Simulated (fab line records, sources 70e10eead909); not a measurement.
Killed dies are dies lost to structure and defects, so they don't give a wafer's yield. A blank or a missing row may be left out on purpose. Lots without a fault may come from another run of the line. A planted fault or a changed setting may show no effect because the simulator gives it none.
Chamber matching | flow nand_harc | NHARC_A_CONTACT_DESCUM_47 on rie_diel-11: 4 sister chambers
The step chemistry O2, time 3 s. 14 wafers are shown with their chamber, then 7 later ones without.

WAFERS WITH THEIR CHAMBER
wafer  | chamber | drypump_motor_current_A (A) | showerhead_plenum_p_Torr (Torr) | rf_vpp_V (V)
L079.1 | 0       | 5.3                         | 1.78                            | 58.5
L079.3 | 3       | 5.7                         | 1.98                            | 59.7
L079.5 | 1       | 5.7                         | 1.84                            | 57.7
L080.2 | 3       | 5.7                         | 1.97                            | 58.3
L080.5 | 1       | 5.8                         | 1.83                            | 57.0
L080.6 | 2       | 5.8                         | 2.07                            | 58.0
L088.2 | 0       | 5.3                         | 2.08                            | 58.4
L088.4 | 3       | 5.7                         | 1.97                            | 57.8
L088.6 | 2       | 5.8                         | 2.06                            | 59.7
L091.2 | 2       | 5.8                         | 2.06                            | 58.4
L091.3 | 1       | 5.7                         | 1.83                            | 57.6
L091.4 | 2       | 5.8                         | 2.06                            | 57.8
L092.3 | 0       | 5.3                         | 2.07                            | 57.5
L092.4 | 1       | 5.8                         | 1.82                            | 57.8

SIGNATURES (means of the wafers above)
reading                  | chamber 0 | chamber 1 | chamber 2 | chamber 3 | scatter within a chamber
drypump_motor_current_A  | 5.300     | 5.750     | 5.800     | 5.700     | 0.0316
showerhead_plenum_p_Torr | 1.9767    | 1.8300    | 2.0625    | 1.9733    | 0.0764
rf_vpp_V                 | 58.133    | 57.525    | 58.475    | 58.600    | 0.716
Rule: a wafer's distance from a chamber is the root of the sum, over the readings, of the square of ((its reading less the chamber's mean) divided by the reading's scatter). The wafer belongs to the nearest chamber; if the next one is less than 2 further off, it can't be placed. The scatter: the root of (the sum of the squares of (reading less its chamber's mean) over the shown wafers, divided by (wafers less chambers)).

WAFERS WITHOUT THEIR CHAMBER
wafer  | drypump_motor_current_A (A) | showerhead_plenum_p_Torr (Torr) | rf_vpp_V (V)
L092.6 | 5.7                         | 1.82                            | 58.5
L094.2 | 5.7                         | 1.96                            | 57.6
L094.5 | 5.3                         | 2.07                            | 57.7
L094.6 | 5.8                         | 1.82                            | 56.2
L096.2 | 5.7                         | 1.82                            | 56.4
L096.5 | 5.3                         | 2.07                            | 57.1
L096.6 | 5.7                         | 1.82                            | 57.6

WHICH CHAMBER EACH WENT THROUGH
wafer  | from the rows above     | in truth
L092.6 | can't be placed: 3 or 1 | 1
L094.2 | can't be placed: 3 or 1 | 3
L094.5 | 0                       | 0
L094.6 | 1                       | 1
L096.2 | can't be placed: 1 or 3 | 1
L096.5 | 0                       | 0
L096.6 | can't be placed: 1 or 3 | 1
Placed correctly: 3 of 7. Can't be placed from these rows: 4 (the true chamber is among the candidates in 4). Placed wrongly: 0.
